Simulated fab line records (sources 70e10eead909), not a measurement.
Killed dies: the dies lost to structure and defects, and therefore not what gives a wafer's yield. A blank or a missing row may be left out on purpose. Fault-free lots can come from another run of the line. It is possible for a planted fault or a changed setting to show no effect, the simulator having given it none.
Chamber matching || flow nandHarc || aldMetal-04 running NHARC_A_WL_FILL_ALD_19: 4 sister chambers
The step deposits TiN, target thk 2 nm, pulse time 3 s, ald cycles 100. 4 wafers are shown with their chamber, then 10 later ones without.

== WAFERS, EACH WITH ITS CHAMBER ==
{"wafer": "L086.3", "chamber": 1, "heaterPowerW (W)": 1112}
{"wafer": "L086.5", "chamber": 3, "heaterPowerW (W)": 914}
{"wafer": "L093.1", "chamber": 2, "heaterPowerW (W)": 1218}
{"wafer": "L093.5", "chamber": 0, "heaterPowerW (W)": 1032}

== WAFERS WHOSE CHAMBER IS MISSING ==
{"wafer": "L093.6", "heaterPowerW (W)": 887}
{"wafer": "L094.1", "heaterPowerW (W)": 852}
{"wafer": "L094.4", "heaterPowerW (W)": 1051}
{"wafer": "L094.6", "heaterPowerW (W)": 877}
{"wafer": "L092.1", "heaterPowerW (W)": 1020}
{"wafer": "L092.2", "heaterPowerW (W)": 1125}
{"wafer": "L092.4", "heaterPowerW (W)": 1162}
{"wafer": "L097.2", "heaterPowerW (W)": 879}
{"wafer": "L097.3", "heaterPowerW (W)": 1055}
{"wafer": "L097.5", "heaterPowerW (W)": 891}

== EACH ONE'S CHAMBER ==
{"wafer": "L093.6", "from the rows above": 3, "in truth": 3}
{"wafer": "L094.1", "from the rows above": 3, "in truth": 3}
{"wafer": "L094.4", "from the rows above": "can't be placed: 0 or 1", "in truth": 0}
{"wafer": "L094.6", "from the rows above": 3, "in truth": 3}
{"wafer": "L092.1", "from the rows above": 0, "in truth": 0}
{"wafer": "L092.2", "from the rows above": 1, "in truth": 1}
{"wafer": "L092.4", "from the rows above": "can't be placed: 1 or 2", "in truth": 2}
{"wafer": "L097.2", "from the rows above": 3, "in truth": 3}
{"wafer": "L097.3", "from the rows above": "can't be placed: 0 or 1", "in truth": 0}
{"wafer": "L097.5", "from the rows above": 3, "in truth": 3}
7 of 10 placed correctly. From these rows, 3 cannot be placed; in 3 the true chamber is one of the candidates. Number placed wrongly: 0.
How it was worked out, from the rows above alone: a wafer's distance from a chamber is the root of the sum, over the readings, of the square of ((its reading less the chamber's mean) divided by the reading's scatter). If the next closest chamber is less than 2 further off than the closest, the wafer can't be placed; otherwise it belongs to the closest. A chamber's mean is the mean of its shown wafers. The scatter: root of mean squared gap, hidden wafer to nearest shown wafer, with one shown wafer a chamber.
